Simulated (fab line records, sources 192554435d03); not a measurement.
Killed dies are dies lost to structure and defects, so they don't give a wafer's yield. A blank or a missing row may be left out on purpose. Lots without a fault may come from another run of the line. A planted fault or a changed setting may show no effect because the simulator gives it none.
fab line records | flow n5_finfet
record lots=5 wafers=15 last_day=17
route steps=1938 shown BEOL_M0_SAQP@644 BEOL_M4@1111 PASSIVATION@1936
lots that met no fault: from a run of the same line without faults
start_h: hours from the record's first day to the start of the lot's first wafer shown | wait_h: hours since the lot's step before | " the same as in the row above | L1.1+2: a row that stands for several wafers | - no value, or no start given | * or withheld: withheld | < > ~ a bound
route shown NAME@n: a module of which the file shows steps, and the number in the route of the first | usual: mean/standard deviation of fault-free wafers | same: alike in all rows | chamber/n: place in a boat | sites: the reading at each site | _std_site: their standard deviation | _edge_site: outer sites' mean less inner sites' | radius_mm: how far each site lies from the wafer's centre | mask NAME#n: copy n | behind: the tool/chamber that last shaped the wafer | hold: why the lot was held/for how many hours/how that ended | device: the transistor (n, p or np) that didn't switch | end of line: the same wafers' tests at the end of the route | a step without rows: its recipe alone | killed: dies lost to structure and defects at the first sort, not the wafer's yield | map: a wafer's dies, x killed, . not, _ none there
set.NAME: the setting as run; set.NAME@STEP: as run at that earlier step | model.NAME: the simulator's own value behind a step, which no gauge read
lots at some steps of the route; a table a step, a row a wafer
services: from which hour (start_h, from the record's first day; less than 0 if before it) a tool's chamber was out of use, for how many hours, and why
## steps
# step N5_BEOL_M0_SAQP_EBR_10
# recipe solvent=PGMEA ebr_width_mm=1.5
# step N5_BEOL_M0_SAQP_SOFTBAKE_09
# recipe temp_c=110 time_s=60 resist=CAR-ArF
# step N5_BEOL_M0_SAQP_EXPOSE_11
# recipe mask_id=M0_CORE na=1.35 source_shape=dipole sigma_inner=0.538 sigma_outer=0.738 polarization=te target_cd_nm=42 dose_mj=55
# step N5_BEOL_M0_SAQP_PEB_12
# recipe peb_temp_c=withheld peb_time_s=60 resist=CAR-ArF
# step N5_BEOL_M0_SAQP_DEVELOP_13
# recipe develop_time_s=30 developer=TMAH resist=CAR-ArF dev_temp_c=23 rinse_liquid=diw dry=air_spin
# step N5_BEOL_M0_SAQP_DESCUM_19
# recipe chemistry=O2 time_s=7.9 source_power_w=50 bias_power_w=20 pressure_mtorr=20 rf_frequency_hz=2.712e+07 temp_c=40 resist=CAR-ArF o2_flow_sccm=225
# step N5_BEOL_M0_SAQP_ETCH_83
# recipe chemistry=CF4 target=SiARC target_depth_a=390 mask_material=CAR-ArF time_s=65 ion_energy_ev=80 pressure_mtorr=40 source_w=545 bias_w=36 Ar_flow_sccm=100 cf4_flow_sccm=100 ends=cleared
# step N5_BEOL_M0_SAQP_ETCH_84
# recipe chemistry=N2/H2 target=SOC target_depth_a=1000 overetch_a=200 mask_material=SiARC temp_c=40 time_s=150 ion_energy_ev=200 pressure_mtorr=30 source_w=840 bias_w=150 n2_flow_sccm=200 h2_flow_sccm=200
# step N5_BEOL_M0_SAQP_STRIP_80
# recipe chemistry=N2/H2 temp_c=40 n2_flow_sccm=200 h2_flow_sccm=200 rf_frequency_hz=6e+07
# step N5_BEOL_M0_SAQP_HM_OPEN_112
# recipe chemistry=CHF3/O2 target=SiO2 stop_on=a-Si target_depth_a=120 over_etch_frac=1.25 mask_material=SOC time_s=13.5 pressure_mtorr=30 source_w=650 bias_w=170 Ar_flow_sccm=200 CHF3_flow_sccm=50 O2_flow_sccm=5 ion_energy_ev=200 ends=end_point
# usual drypump_motor_current_A=5.6/0.4 oes_f_703_au=0.81/0.086 oes_product_au=0.53/0.057 rf_vpp_V=526/6.2 showerhead_plenum_p_Torr=2.44/0.055 throttle_valve_pct=18.78/0.19
# columns lot.wafer tool chamber start_h wait_h drypump_motor_current_A oes_f_703_au oes_product_au rf_hours_counter_h rf_vpp_V showerhead_plenum_p_Torr throttle_valve_pct model.SiARC_of_BEOL_M0_SAQP_COAT_82.thk_nm model.SOC_of_BEOL_M0_SAQP_COAT_81.thk_nm model.a-Si_of_BEOL_M0_SAQP_PECVD_04.thk_nm
L122.2 rie_diel-04 0 130.20 0.0 5.9 0.80 0.50 122 518 2.44 18.72 5.2 100 59
L122.4 " 3 " " 5.7 0.86 0.59 - 535 2.47 18.88 4.8 100.2 59.8
L122.5 " 0 " " 5.9 0.80 0.51 - 518 2.43 18.71 5 100.2 60.4
L125.2 rie_diel-04 3 137.45 0.0 5.7 0.86 0.58 24 536 2.46 18.88 0 97.8 57.6
L125.5 " 0 " " 5.9 0.79 0.52 - 518 2.43 18.74 4.8 100 59.6
L125.6 " 3 " " 5.7 0.86 0.58 - 536 2.46 18.89 0 97.8 59
L126.1 rie_diel-04 0 146.75 0.0 5.9 0.79 0.50 128 517 2.43 18.74 0 98.8 57.6
L126.3 " 1 " " 5.3 0.99 0.64 1 529 2.36 18.54 4.8 100.4 58.8
L126.6 " 0 " " 5.9 0.80 0.50 - 517 2.43 18.72 0 98.4 57
L127.2 rie_diel-04 1 148.87 0.0 5.4 0.97 0.63 2 528 2.36 18.54 0 97.8 57.8
L127.3 " 3 " " 5.7 0.86 0.57 29 536 2.46 18.91 4.8 100.2 59.4
L127.6 " 3 " " 5.7 0.85 0.57 - 536 2.46 18.90 0 98.2 58.2
L141.1 rie_diel-02 2 238.36 0.0 5.6 0.75 0.48 178 522 2.39 18.64 5.8 100.2 59.4
L141.3 " 0 " " 5.4 0.89 0.61 17 528 2.55 18.41 4.8 100.4 60
L141.5 " 1 " " 4.9 0.92 0.61 - 520 2.46 18.51 5.2 100.6 60.2
# step N5_BEOL_M0_SAQP_STRIP_113
# recipe chemistry=CHF3/O2 resist=SiARC rf_frequency_hz=6e+07
# step N5_BEOL_M0_SAQP_MANDREL_ETCH_20
# recipe target_depth_a=600 chemistry=HBr/Cl2 target=a-Si stop_on=SiNx bt_time_s=10 mask_material=SOC over_etch_frac=0.5 time_s=30 pressure_mtorr=10 icp_w=800 bias_w=75 HBr_flow_sccm=150 Cl2_flow_sccm=80 ends=end_point
# usual drypump_motor_current_A=5.7/0.48 he_backside_leak_sccm=2.7/0.33 mfc_cl2_sccm=80.01/0.24 oes_product_au=0.771/0.011 throttle_valve_pct=35.3/0.39
# columns lot.wafer tool chamber start_h wait_h drypump_motor_current_A he_backside_leak_sccm mfc_cl2_sccm oes_product_au rf_hours_counter_h throttle_valve_pct model.SOC_of_BEOL_M0_SAQP_COAT_81.thk_nm model.etch.depth_nm
L122.2 rie_si-05 0 130.29 0.0 5.1 2.4 80.34 0.773 50 35.2 76.2 58.92
L122.4 " 1 " " 5.8 2.6 79.84 0.772 107 35.1 76 59.74
L122.5 " 1 " " 5.7 2.5 80.12 0.779 - 35.1 76 60.44
L125.2 rie_si-02 1 137.54 0.0 5.4 2.5 79.64 0.768 130 36.0 74.6 57.69
L125.5 " 3 " " 5.5 2.6 79.86 0.770 - 35.6 76 59.65
L125.6 " 2 " " 4.9 2.4 80.07 0.751 - 34.9 74.4 58.9
L126.1 rie_si-03 3 146.83 0.0 6.1 2.8 80.11 0.770 1 35.5 74.8 57.51
L126.3 " 0 " " 5.5 2.5 80.25 0.758 84 35.6 76.4 58.77
L126.6 " 1 " " 6.5 2.9 80.37 0.748 - 35.7 74.4 57.05
L127.2 rie_si-05 3 148.96 0.0 5.2 2.3 80.24 0.754 94 35.4 74 57.82
L127.3 " 1 " " 5.7 2.6 79.78 0.770 108 35.1 76.4 59.48
L127.6 " 2 " " 6.3 2.6 80.11 0.752 - 34.7 74.8 58.11
L141.1 rie_si-02 0 238.45 0.0 5.7 3.3 80.13 0.768 85 35.2 76.4 59.42
L141.3 " 3 " " 5.5 2.4 80.08 0.774 178 35.6 76.4 59.98
L141.5 " 3 " " 5.5 2.5 80.10 0.779 - 35.6 76.2 60.14
# step N5_BEOL_M0_SAQP_STRIP_86
# recipe chemistry=N2/H2 power_w=500 temp_c=40 pressure_mtorr=50 rf_frequency_hz=6e+07 overash_fraction=0.3 bias_power_w=28 h2_frac=0.5 n2_flow_sccm=300 h2_flow_sccm=300
# step N5_BEOL_M0_SAQP_STRIP_115
# recipe chemistry=post_etch_residue_remover time_s=60 temp_c=25 remover_ph=withheld remover_water_wt_pct=withheld remover_fluoride_wt_pct=withheld
# step N5_BEOL_M0_SAQP_SRD_93
# recipe dry=ipa_marangoni time_s=30 temp_c=23 rinse_liquid=diw
# step N5_BEOL_M0_SAQP_RECESS_114
# recipe chemistry=HF/NH3 target=SiO2 target_depth_a=144 afs_cycles=3 temp_c=30 sublimation_temp_c=180 sublimation_time_s=60
# step N5_BEOL_M0_SAQP_SPACER1_ALD_98
# recipe material=SiO2 target_thk_a=128 temp_c=300 ald_precursor_family=BDEAS ald_co_reactant=O2-plasma pulse_time_s=1 purge_time_s=2 co_reactant_purge_time_s=2 ald_cycles=138 pressure_torr=2
# step N5_BEOL_M0_SAQP_SPACER1_ETCHBACK_99
# recipe chemistry=CHF3/O2 mode=anisotropic_etchback target=SiO2 target_depth_a=154 time_s=7.7 pressure_mtorr=30 source_w=650 bias_w=170 Ar_flow_sccm=200 CHF3_flow_sccm=50 O2_flow_sccm=5 ion_energy_ev=200
# usual drypump_motor_current_A=5.7/0.38 oes_f_703_au=0.81/0.079 oes_product_au=0.82/0.085 rf_vpp_V=526/5.3 showerhead_plenum_p_Torr=2.44/0.049 throttle_valve_pct=18.89/0.18
# columns lot.wafer tool chamber start_h wait_h drypump_motor_current_A oes_f_703_au oes_product_au rf_hours_counter_h rf_vpp_V showerhead_plenum_p_Torr throttle_valve_pct model.a-Si_of_BEOL_M0_SAQP_PECVD_04.thk_nm
L122.2 rie_diel-04 3 131.38 0.3 5.7 0.86 0.91 22 536 2.47 18.95 58.4
L122.4 " 2 " " 6.4 0.89 0.91 - 530 2.46 18.93 59.2
L122.5 " 3 " " 5.7 0.86 0.90 - 537 2.47 18.97 59.8
L125.2 rie_diel-05 2 138.63 0.3 5.5 0.90 0.92 26 522 2.45 18.70 57
L125.5 " 2 " " 5.5 0.90 0.92 - 522 2.45 18.70 59
L125.6 " 3 " " 5.6 0.96 0.95 - 524 2.38 18.73 58.2
L126.1 rie_diel-05 1 149.50 0.3 5.6 0.77 0.77 143 522 2.43 18.88 56.8
L126.3 " 0 " " 6.2 0.75 0.74 160 528 2.51 19.19 58.2
L126.6 " 2 " " 5.5 0.89 0.91 - 523 2.45 18.71 56.4
L127.2 rie_diel-05 2 150.13 0.3 5.5 0.90 0.91 29 522 2.45 18.72 57.2
L127.3 " 0 " " 6.2 0.75 0.75 160 530 2.51 19.19 58.8
L127.6 " 1 " " 5.6 0.77 0.77 - 523 2.43 18.90 57.4
L141.1 rie_diel-04 0 239.54 0.3 5.9 0.77 0.75 154 518 2.42 18.83 58.8
L141.3 " 3 " " 5.7 0.82 0.84 54 536 2.45 19.00 59.4
L141.5 " 1 " " 5.4 0.89 0.89 - 529 2.35 18.65 59.6
# step N5_BEOL_M0_SAQP_MANDREL1_REMOVE_100
# recipe chemistry=HBr/Cl2/O2 bt_time_s=10 target=a-Si stop_on=SiNx endpoint=OES-SiCl over_etch_frac=0.85 icp_w=600 bias_w=30 HBr_flow_sccm=150 Cl2_flow_sccm=80 O2_flow_sccm=5 pressure_mtorr=10
# step N5_BEOL_M4_RC_MEAS_101
# usual DIBL_N=35.7/1.5 DIBL_P=35.7/2 IOFF_N=0.155/0.026 IOFF_P=0.20/0.031 ION_N=675/11 ION_P=462/7.1 SS_N=71.3/0.57 SS_P=73.1/0.56 VT_N=250/3 VT_P=-251/3
# columns lot.wafer tool chamber start_h wait_h DIBL_N[mV/V] DIBL_P[mV/V] IOFF_N[nA/um] IOFF_P[nA/um] ION_N[uA/um] ION_P[uA/um] SS_N[mV/dec] SS_P[mV/dec] VT_N[mV] VT_P[mV]
L122.2 prober-02 0 194.28 0.2 37.2 37.7 0.195 0.27 681 474 72.1 72.8 244 -245
L122.4 " 0 " " 34.4 34.7 0.139 0.21 663 460 71.3 73.1 253 -249
L122.5 " 0 " " 34.9 34.9 0.153 0.22 680 469 71.1 72.8 249 -247
L125.2 prober-01 0 198.56 0.2 37.8 36.2 0.187 0.20 659 448 72.3 73.6 249 -252
L125.5 " 0 " " 35.0 35.7 0.163 0.22 672 464 71.6 72.9 247 -250
L125.6 " 0 " " 35.7 35.3 0.162 0.19 672 451 71.3 73.2 250 -251
L126.1 prober-01 0 216.55 0.0 33.7 34.7 0.141 0.18 675 470 70.6 72.7 249 -249
L126.3 " 0 " " 34.7 35.8 0.143 0.20 664 460 71.1 73.6 249 -249
L126.6 " 0 " " 32.6 33.5 0.121 0.17 680 472 70.2 72.5 251 -251
L127.2 prober-01 0 217.64 0.8 34.0 33.0 0.113 0.15 661 449 70.9 72.8 255 -257
L127.3 " 0 " " 34.4 34.9 0.131 0.18 680 473 71.6 73.0 252 -256
L127.6 " 0 " " 36.8 37.2 0.156 0.21 669 461 72.2 74.0 252 -251
L141.1 prober-02 0 311.93 0.0 36.3 37.6 0.193 0.26 693 474 71.5 73.7 245 -245
L141.3 " 0 " " 35.5 35.5 0.161 0.22 678 457 71.8 72.8 249 -248
L141.5 " 0 " " 33.8 34.1 0.143 0.20 677 466 70.8 72.3 250 -251
# step N5_PASSIVATION_PROBE_49
# usual defect_limited_yield=91.4/1.5 killed_at_M0_to_M3=34/10 killed_at_M4_up=15/6 killed_at_contacts=12/6 killed_at_front_end=37/11 killed_at_other=3.3/2.8 killed_dies=101/18 killed_open=66/14 killed_short=33/7.8 sort_bin_5_function=5.0/0.97 sort_bin_6_memory=3.2/0.72 sort_n_pass=1079/18 sort_yield_pct=91.4/1.5
# same gross_dies=1180 killed_at_back_side=0 sort_bin_4_leakage[%]=0 sort_bin_8_speed[%]=0
# columns lot.wafer tool chamber start_h wait_h defect_limited_yield[%] killed_at_M0_to_M3 killed_at_M4_up killed_at_contacts killed_at_front_end killed_at_other killed_dies killed_open killed_short sort_bin_5_function[%] sort_bin_6_memory[%] sort_n_pass sort_yield_pct[%]
L126.1 prober-02 - 321.84 0.0 89.0 51 14 15 44 6 130 79 44 5.9 3.9 1050 89.0
L126.3 prober-02 - 321.94 0.1 92.2 32 10 11 37 2 92 50 42 5.0 2.3 1088 92.2
L126.6 prober-02 - 322.09 0.3 89.6 44 14 21 43 1 123 79 39 4.7 5.1 1057 89.6
# killed by level:class
L126.1 BEOL_M0_SAQP:geometric_particle:short=18 BEOL_M0_SAQP:geometric_particle:open=18 MOL_CONTACT_COAG:geometric_particle:open=13 DUMMY_GATE:geometric_particle:open=7 BEOL_M1:geometric_particle:open=7 HKMG_FIN:area_etch=7 BEOL_M4:geometric_particle:open=6 FIN_SAQP:geometric_particle:open=4
L126.3 BEOL_M0_SAQP:geometric_particle:open=12 BEOL_M0_SAQP:geometric_particle:short=12 DUMMY_GATE:geometric_particle:open=9 MOL_CONTACT_COAG:geometric_particle:open=9 FIN_SAQP:geometric_particle:short=7 FIN_SAQP:geometric_particle:open=4 STI_FIN_REVEAL:geometric_particle:open=3 BEOL_M0:geometric_particle:short=3
L126.6 MOL_CONTACT_COAG:geometric_particle:open=16 BEOL_M0_SAQP:geometric_particle:short=14 BEOL_M0_SAQP:geometric_particle:open=10 BEOL_M1:geometric_particle:open=9 DUMMY_GATE:geometric_particle:open=7 STI_FIN_REVEAL:geometric_particle:open=6 FIN_SAQP:geometric_particle:open=5 FIN_CUT:geometric_particle:open=5
## services
# columns tool chamber start_h hours kind
rie_diel-05 1 112.71 3.3 repair
rie_si-03 - 126.61 14.6 pm
rie_diel-04 2 143.32 5.9 repair
rie_diel-04 - 144.48 0.2 repair
rie_diel-02 2 145.20 5.7 repair
rie_si-03 2 153.27 10.2 repair
rie_diel-02 0 162.78 - clean
rie_diel-02 0 162.78 - consumable_replace:focus_ring
rie_diel-02 0 162.78 - consumable_replace:showerhead
rie_diel-02 0 162.78 20.6 scheduled_down
rie_diel-02 0 162.78 20.6 vent_cycle
rie_diel-02 - 174.67 14.6 pm
rie_diel-02 1 189.27 - clean
rie_diel-02 1 189.27 - consumable_replace:focus_ring
rie_diel-02 1 189.27 21.8 scheduled_down
rie_diel-02 1 189.27 21.8 vent_cycle
rie_diel-02 0 190.78 2.9 repair
rie_diel-02 3 201.95 4.0 repair
rie_diel-05 3 210.20 15.3 repair
rie_si-02 2 212.16 4.6 repair
## key
first_sign none at tools or gauges
model_effect step=N5_BEOL_M0_SAQP_HM_OPEN_112 value=SiARC_of_BEOL_M0_SAQP_COAT_82.thk_nm without=4.667 struck=0
model_effect step=N5_BEOL_M0_SAQP_MANDREL_ETCH_20 value=SOC_of_BEOL_M0_SAQP_COAT_81.thk_nm without=76.6 struck=74.5
model_effect step=N5_BEOL_M0_SAQP_SPACER1_ETCHBACK_99 value=a-Si_of_BEOL_M0_SAQP_PECVD_04.thk_nm without=59.17 struck=57.17
met_at N5_BEOL_M0_SAQP_HM_OPEN_112
struck_wafers L125.2,L125.6,L126.1,L126.6,L127.2,L127.6
onset_between 130.20 137.45
fault kind=process_parameter_drift tool=rie_diel-04 chamber=- onset_h=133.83 steps=N5_BEOL_M0_SAQP_HM_OPEN_112 channel=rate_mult offset=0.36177 shape=step end_h=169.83 scope=struck_wafers_only
